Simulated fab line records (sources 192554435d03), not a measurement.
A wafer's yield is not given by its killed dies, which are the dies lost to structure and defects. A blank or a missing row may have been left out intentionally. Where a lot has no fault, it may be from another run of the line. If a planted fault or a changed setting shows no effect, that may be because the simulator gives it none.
fab line records | flow n5_finfet | part 1 of 2: steps 1 to 4 of 6
[record] lots = 24 wafers = 72 last_day = 17
route steps=1938 shown BEOL_M3@997 BEOL_M4@1039
lots with no fault: from the same line, run without faults
start_h: start of the lot's first displayed wafer, in hours after the record's first day | wait_h: hours since the lot's step before | " as in the row above | L1.1+2: a single row standing in for several wafers | - value missing, or start not given | * or withheld: withheld | < > ~ a bound
route shown NAME@n: names a module that has steps shown in the file, with the first one's number in the route | usual: mean/standard deviation taken from wafers without a fault | same: alike in all rows | chamber/n: place in a boat | sites: the reading at each site | _std_site: standard deviation of those values | _edge_site: mean of outer sites minus mean of inner sites | radius_mm: how far each site lies from the wafer's centre | mask NAME#n: copy n | behind: the tool/chamber that last shaped the wafer | hold: cause of the lot's hold/its duration in hours/its outcome | device: transistor that didn't switch, given as n, p or np | end of line: the route-end tests of the same wafers | a step without rows: its recipe alone | killed: the dies lost at the first sort to structure and to defects; this is not the yield of the wafer | map: a wafer's dies, x killed, . not, _ none there
set.NAME: the setting as run; set.NAME@STEP: as run at that earlier step | model.NAME: the simulator's own value behind a step, which no gauge read
a sample of lots followed through the steps of the route, with each step as a table and each wafer as a row
services: when a tool's chamber went out of use (start_h, in hours from the record's first day, below 0 if earlier), for how many hours, and the reason
[[steps]]
[step N5_BEOL_M3_ANNEAL_80]
[recipe] temp_c = 400 time_s = 240 ambient = vacuum
[usual] heater_power_w = 780/84
[same] time_s = 240
// columns lot.wafer tool chamber start_h wait_h heater_power_w
L074.1 pvd_sputter-01 - 144.38 0.0 661
L074.4 " - " " 864
L074.6 " - " " 770
L075.1 pvd_sputter-01 - 155.51 0.0 777
L075.2 " - " " 875
L075.4 " - " " 685
L078.1 pvd_sputter-01 - 169.92 0.0 769
L078.3 " - " " 673
L078.5 " - " " 723
L076.1 pvd_sputter-02 - 170.92 0.0 968
L076.3 " - " " 775
L076.5 " - " " 798
L077.2 pvd_sputter-03 - 171.02 0.0 761
L077.3 " - " " 851
L077.4 " - " " 811
L079.1 pvd_sputter-01 - 174.24 0.0 760
L079.2 " - " " 711
L079.4 " - " " 877
L080.2 pvd_sputter-03 - 184.18 0.0 812
L080.4 " - " " 860
L080.5 " - " " 813
L081.1 pvd_sputter-03 - 195.97 0.0 755
L081.5 " - " " 792
L081.6 " - " " 824
L083.2 pvd_sputter-02 - 199.01 0.0 710
L083.4 " - " " 724
L083.6 " - " " 731
L082.1 pvd_sputter-01 - 199.33 0.0 641
L082.4 " - " " 882
L082.6 " - " " 853
L084.1 pvd_sputter-01 - 205.85 0.0 875
L084.2 " - " " 789
L084.3 " - " " 672
L085.2 pvd_sputter-03 - 224.61 0.0 837
L085.3 " - " " 872
L085.6 " - " " 792
L086.3 pvd_sputter-01 - 226.66 0.0 869
L086.4 " - " " 698
L086.6 " - " " 693
L087.1 pvd_sputter-02 - 228.39 0.0 713
L087.2 " - " " 949
L087.5 " - " " 952
L088.3 pvd_sputter-01 - 235.84 0.0 654
L088.4 " - " " 768
L088.6 " - " " 771
L089.1 pvd_sputter-01 - 237.72 0.0 693
L089.3 " - " " 877
L089.4 " - " " 768
L090.2 pvd_sputter-02 - 240.82 0.0 741
L090.5 " - " " 792
L090.6 " - " " 985
L092.1 pvd_sputter-02 - 254.37 0.0 741
L092.2 " - " " 962
L092.5 " - " " 794
L091.1 pvd_sputter-01 - 257.92 0.0 755
L091.4 " - " " 668
L091.5 " - " " 650
L093.1 pvd_sputter-03 - 265.10 0.0 870
L093.3 " - " " 792
L093.4 " - " " 757
L095.1 pvd_sputter-02 - 274.39 0.0 717
L095.2 " - " " 783
L095.3 " - " " 958
L094.2 pvd_sputter-01 - 282.48 0.0 785
L094.3 " - " " 688
L094.6 " - " " 776
L096.1 pvd_sputter-02 - 282.89 0.0 686
L096.4 " - " " 737
L096.5 " - " " 704
L097.2 pvd_sputter-03 - 283.17 0.0 795
L097.4 " - " " 822
L097.5 " - " " 793
[step N5_BEOL_M3_SPUTTER_81]
[recipe] material = Cu target_thk_a = 45 temp_c = -20 chamber_pressure_pa = 0.07 power_w = withheld time_s = 8.29
[usual] chuck_sensor_temp_C = -16.2/0.45 throttle_valve_pct = 30.0/0.64
[same] time_s = 8.29
// columns lot.wafer tool chamber start_h wait_h chuck_sensor_temp_C throttle_valve_pct
L074.1 pvd_sputter-01 - 144.52 0.1 -16.6 30.0
L074.4 " - " " -15.8 30.4
L074.6 " - " " -16.5 29.6
L075.1 pvd_sputter-01 - 155.65 0.1 -16.5 29.5
L075.2 " - " " -15.7 30.4
L075.4 " - " " -17.0 30.3
L078.1 pvd_sputter-01 - 170.06 0.1 -16.6 29.4
L078.3 " - " " -16.5 30.0
L078.5 " - " " -16.9 30.1
L076.1 pvd_sputter-02 - 171.06 0.1 -16.2 29.2
L076.3 " - " " -15.9 30.4
L076.5 " - " " -15.9 30.6
L077.2 pvd_sputter-03 - 171.16 0.1 -15.5 30.5
L077.3 " - " " -16.0 29.3
L077.4 " - " " -16.5 29.8
L079.1 pvd_sputter-01 - 174.38 0.1 -16.3 29.8
L079.2 " - " " -17.0 30.2
L079.4 " - " " -15.7 30.6
L080.2 pvd_sputter-03 - 184.32 0.1 -15.7 31.3
L080.4 " - " " -16.1 29.1
L080.5 " - " " -16.4 29.6
L081.1 pvd_sputter-03 - 196.11 0.1 -15.5 30.5
L081.5 " - " " -15.7 31.2
L081.6 " - " " -16.4 29.7
L083.2 pvd_sputter-02 - 199.15 0.1 -16.0 29.2
L083.4 " - " " -16.4 31.0
L083.6 " - " " -16.5 31.4
L082.1 pvd_sputter-01 - 199.47 0.1 -16.6 30.2
L082.4 " - " " -15.7 30.7
L082.6 " - " " -15.5 30.6
L084.1 pvd_sputter-01 - 205.99 0.1 -15.7 30.6
L084.2 " - " " -16.5 29.6
L084.3 " - " " -16.6 30.1
L085.2 pvd_sputter-03 - 224.75 0.1 -16.3 30.0
L085.3 " - " " -16.0 29.1
L085.6 " - " " -16.3 29.9
L086.3 pvd_sputter-01 - 226.80 0.1 -15.6 30.4
L086.4 " - " " -16.8 30.3
L086.6 " - " " -17.0 30.4
L087.1 pvd_sputter-02 - 228.53 0.1 -15.9 29.3
L087.2 " - " " -16.1 29.1
L087.5 " - " " -16.3 29.1
L088.3 pvd_sputter-01 - 235.98 0.1 -16.7 30.0
L088.4 " - " " -16.3 29.7
L088.6 " - " " -16.3 29.5
L089.1 pvd_sputter-01 - 237.86 0.1 -16.8 30.2
L089.3 " - " " -15.7 30.9
L089.4 " - " " -16.4 29.7
L090.2 pvd_sputter-02 - 240.96 0.1 -16.4 30.9
L090.5 " - " " -15.8 30.6
L090.6 " - " " -16.1 29.4
L092.1 pvd_sputter-02 - 254.51 0.1 -16.6 31.0
L092.2 " - " " -16.3 29.2
L092.5 " - " " -15.9 30.6
L091.1 pvd_sputter-01 - 258.06 0.1 -16.4 29.9
L091.4 " - " " -16.5 29.9
L091.5 " - " " -16.5 30.1
L093.1 pvd_sputter-03 - 265.24 0.1 -15.9 29.2
L093.3 " - " " -15.6 30.9
L093.4 " - " " -15.3 30.0
L095.1 pvd_sputter-02 - 274.53 0.1 -16.6 31.1
L095.2 " - " " -15.9 30.6
L095.3 " - " " -16.3 29.1
L094.2 pvd_sputter-01 - 282.62 0.1 -16.5 29.5
L094.3 " - " " -16.7 30.3
L094.6 " - " " -16.5 29.7
L096.1 pvd_sputter-02 - 283.03 0.1 -15.9 29.1
L096.4 " - " " -16.4 31.4
L096.5 " - " " -15.8 29.0
L097.2 pvd_sputter-03 - 283.31 0.1 -15.7 30.9
L097.4 " - " " -16.3 29.5
L097.5 " - " " -15.8 30.9
[step N5_BEOL_M3_PRE_CLEAN_60]
[recipe] gas = NH3/H2 time_s = 15 temp_c = * rf_power_w = 300
[usual] heater_power_w = 75/15
[same] time_s = 15
// columns lot.wafer tool chamber start_h wait_h heater_power_w
L074.1 cvd_co-02 2 146.67 0.0 87
L074.4 " 2 " " 87
L074.6 " 0 " " 48
L075.1 cvd_co-02 0 157.80 0.0 48
L075.2 " 1 " " 82
L075.4 " 0 " " 48
L078.1 cvd_co-01 0 172.20 0.0 82
L078.3 " 2 " " 89
L078.5 " 2 " " 88
L076.1 cvd_co-02 0 173.21 0.0 47
L076.3 " 2 " " 88
L076.5 " 0 " " 49
L077.2 cvd_co-01 0 173.31 0.0 82
L077.3 " 2 " " 90
L077.4 " 1 " " 68
L079.1 cvd_co-02 2 176.52 0.0 90
L079.2 " 0 " " 50
L079.4 " 1 " " 83
L080.2 cvd_co-02 0 186.80 0.0 48
L080.4 " 2 " " 85
L080.5 " 0 " " 48
L081.1 cvd_co-01 0 198.27 0.1 81
L081.5 " 0 " " 83
L081.6 " 2 " " 87
L083.2 cvd_co-02 2 201.31 0.0 88
L083.4 " 2 " " 87
L083.6 " 1 " " 83
L082.1 cvd_co-02 1 201.64 0.0 81
L082.4 " 2 " " 87
L082.6 " 1 " " 80
L084.1 cvd_co-02 2 208.13 0.0 88
L084.2 " 0 " " 48
L084.3 " 1 " " 78
L085.2 cvd_co-01 2 226.90 0.0 88
L085.3 " 1 " " 68
L085.6 " 1 " " 66
L086.3 cvd_co-02 2 228.98 0.0 86
L086.4 " 2 " " 89
L086.6 " 0 " " 48
L087.1 cvd_co-02 0 230.67 0.0 47
L087.2 " 2 " " 88
L087.5 " 0 " " 49
L088.3 cvd_co-02 2 238.77 0.0 88
L088.4 " 0 " " 48
L088.6 " 2 " " 90
L089.1 cvd_co-01 0 240.00 0.0 81
L089.3 " 1 " " 68
L089.4 " 0 " " 80
L090.2 cvd_co-02 0 243.10 0.0 48
L090.5 " 1 " " 79
L090.6 " 0 " " 48
L092.1 cvd_co-01 1 257.00 0.0 71
L092.2 " 2 " " 87
L092.5 " 2 " " 87
L091.1 cvd_co-02 1 260.20 0.0 81
L091.4 " 2 " " 89
L091.5 " 1 " " 82
L093.1 cvd_co-02 2 267.42 0.0 85
L093.3 " 1 " " 81
L093.4 " 0 " " 48
L095.1 cvd_co-02 0 276.69 0.0 48
L095.2 " 2 " " 91
L095.3 " 1 " " 80
L094.2 cvd_co-01 0 284.76 0.0 82
L094.3 " 1 " " 67
L094.6 " 0 " " 81
L096.1 cvd_co-01 1 285.17 0.0 68
L096.4 " 0 " " 83
L096.5 " 2 " " 90
L097.2 cvd_co-01 0 285.46 0.0 81
L097.4 " 0 " " 83
L097.5 " 2 " " 90
[step N5_BEOL_M4_ETCH_63]
[recipe] chemistry = CF4 target = SiARC target_depth_a = 156 mask_material = CAR-EUV time_s = 26 ion_energy_ev = 80 pressure_mtorr = 40 source_w = 545 bias_w = 36 Ar_flow_sccm = 100 cf4_flow_sccm = 100 ends = cleared
[usual] drypump_motor_current_A = 5.6/0.51 etch_rf_on_time_s = 25.6/0.67 oes_product_au = 0.70/0.073 rf_vpp_V = 183.9/1.4 showerhead_plenum_p_Torr = 2.14/0.076 throttle_valve_pct = 15.61/0.21
// columns lot.wafer tool chamber start_h wait_h drypump_motor_current_A etch_rf_on_time_s oes_product_au rf_hours_counter_h rf_vpp_V showerhead_plenum_p_Torr throttle_valve_pct
L074.1 rie_diel-02 1 149.88 0.0 6.3 26.1 0.67 140 183.2 2.08 15.48
L074.4 " 2 " " 5.8 25.8 0.79 - 185.9 2.20 15.44
L074.6 " 1 " " 6.3 26.2 0.67 - 182.3 2.08 15.49
L075.1 rie_diel-01 0 159.91 0.0 4.7 26.6 0.62 196 183.7 2.12 15.57
L075.2 " 1 " " 5.0 26.5 0.63 171 181.1 2.05 15.97
L075.4 " 1 " " 5.0 26.5 0.62 - 184.2 2.05 15.99
L078.1 rie_diel-01 0 173.83 0.0 4.7 26.5 0.61 202 184.3 2.11 15.57
L078.3 " 2 " " 6.2 26.2 0.81 5 183.9 2.20 15.42
L078.5 " 2 " " 6.2 26.4 0.81 - 184.6 2.20 15.42
L076.1 rie_diel-01 3 174.72 0.0 5.4 26.1 0.76 32 183.0 2.10 15.38
L076.3 " 1 " " 5.0 26.4 0.62 177 183.7 2.05 15.98
L076.5 " 1 " " 5.0 26.0 0.62 - 183.2 2.05 15.99
L077.2 rie_diel-02 1 174.94 0.0 6.4 26.2 0.66 148 182.7 2.08 15.50
L077.3 " 0 " " 5.6 25.5 0.77 36 183.7 2.28 15.48
L077.4 " 2 " " 5.8 25.8 0.77 20 185.2 2.20 15.46
L079.1 rie_diel-02 0 179.49 0.0 5.5 25.5 0.77 37 185.2 2.28 15.48
L079.2 " 2 " " 5.8 25.6 0.77 21 184.1 2.20 15.46
L079.4 " 3 " " 6.1 25.5 0.84 3 182.4 2.11 15.51
L080.2 rie_diel-01 1 188.99 0.0 5.0 26.4 0.62 182 182.8 2.05 16.00
L080.4 " 3 " " 5.4 26.1 0.76 37 183.8 2.10 15.39
L080.5 " 3 " " 5.4 26.5 0.76 - 183.8 2.10 15.39
L081.1 rie_diel-06 2 199.63 0.0 5.6 25.2 0.61 218 184.2 2.19 16.03
L081.5 " 3 " " 5.6 24.3 0.69 - 182.7 2.07 15.65
L081.6 " 0 " " 5.7 24.7 0.73 - 184.4 2.26 15.40
L083.2 rie_diel-06 1 202.54 0.0 6.3 24.5 0.79 27 184.7 2.10 15.36
L083.4 " 2 " " 5.5 25.5 0.60 219 184.9 2.19 16.01
L083.6 " 2 " " 5.5 25.5 0.61 - 184.7 2.19 16.03
L082.1 rie_diel-02 1 204.17 0.0 6.2 25.7 0.65 158 182.5 2.07 15.52
L082.4 " 2 " " 5.8 25.2 0.75 31 183.9 2.19 15.47
L082.6 " 2 " " 5.8 25.2 0.76 - 184.3 2.19 15.49
L084.1 rie_diel-02 3 209.27 0.0 6.1 25.1 0.81 14 183.7 2.11 15.52
L084.2 " 2 " " 5.8 25.5 0.75 33 182.7 2.19 15.49
L084.3 " 1 " " 6.3 25.7 0.66 160 182.1 2.07 15.53
L085.2 rie_diel-01 3 230.13 0.0 5.4 26.7 0.73 52 184.6 2.09 15.42
L085.3 " 1 " " 5.0 26.9 0.60 196 182.0 2.04 16.01
L085.6 " 0 " " 4.7 26.8 0.60 - 182.8 2.11 15.59
L086.3 rie_diel-06 3 232.47 0.0 5.6 24.4 0.70 106 183.0 2.06 15.67
L086.4 " 0 " " 5.7 24.8 0.72 73 186.8 2.26 15.42
L086.6 " 3 " " 5.6 24.6 0.69 - 182.2 2.06 15.67
L087.1 rie_diel-06 3 232.82 0.0 5.6 24.7 0.69 106 183.4 2.06 15.67
L087.2 " 1 " " 6.3 24.5 0.79 32 183.0 2.10 15.37
L087.5 " 2 " " 5.5 25.5 0.60 - 185.3 2.19 16.03
L088.3 rie_diel-02 1 240.39 0.0 6.3 26.1 0.64 172 181.8 2.07 15.54
L088.4 " 0 " " 5.5 25.0 0.74 62 187.2 2.27 15.53
L088.6 " 0 " " 5.5 24.9 0.75 - 184.8 2.27 15.53
L089.1 rie_diel-02 0 241.17 0.0 5.5 25.6 0.73 62 184.6 2.27 15.54
L089.3 " 1 " " 6.3 26.4 0.64 173 182.1 2.07 15.54
L089.4 " 2 " " 5.8 25.5 0.73 44 185.5 2.19 15.51
L090.2 rie_diel-01 2 246.26 0.0 6.2 25.9 0.76 31 184.9 2.19 15.48
L090.5 " 1 " " 5.0 26.3 0.60 - 182.8 2.04 16.03
L090.6 " 0 " " 4.7 26.6 0.60 - 183.1 2.11 15.61
L092.1 rie_diel-01 1 260.77 0.0 5.0 26.0 0.61 209 182.7 2.04 16.06
L092.2 " 2 " " 6.2 26.5 0.74 38 183.5 2.19 15.51
L092.5 " 1 " " 5.0 25.9 0.60 - 183.1 2.04 16.05
L091.1 rie_diel-06 0 262.00 0.0 5.7 25.2 0.71 83 184.3 2.25 15.44
L091.4 " 2 " " 5.6 25.7 0.59 235 186.1 2.19 16.03
L091.5 " 1 " " 6.3 25.1 0.76 - 184.4 2.09 15.39
L093.1 rie_diel-01 1 269.10 0.0 5.0 25.8 0.61 213 181.3 2.04 16.06
L093.3 " 3 " " 5.4 25.9 0.73 60 182.1 2.09 15.44
L093.4 " 2 " " 6.2 26.1 0.74 42 185.7 2.18 15.51
L095.1 rie_diel-06 0 281.05 0.0 5.7 24.9 0.70 91 185.6 2.25 15.45
L095.2 " 2 " " 5.6 25.7 0.58 241 184.5 2.19 16.07
L095.3 " 3 " " 5.6 24.6 0.68 123 183.5 2.06 15.70
L094.2 rie_diel-02 2 286.43 0.0 5.8 25.1 0.72 62 184.6 2.18 15.54
L094.3 " 1 " " 6.3 25.9 0.63 191 181.3 2.06 15.59
L094.6 " 1 " " 6.3 26.0 0.63 - 183.3 2.06 15.59
L096.1 rie_diel-06 0 287.46 0.0 5.7 24.6 0.71 93 185.6 2.25 15.46
L096.4 " 2 " " 5.6 25.7 0.59 243 184.4 2.18 16.08
L096.5 " 0 " " 5.7 24.7 0.71 - 185.1 2.25 15.44
L097.2 rie_diel-02 2 287.64 0.0 5.7 25.5 0.72 63 183.2 2.18 15.55
L097.4 " 3 " " 6.1 25.9 0.75 46 184.0 2.09 15.58
L097.5 " 2 " " 5.8 25.2 0.72 - 184.5 2.18 15.53
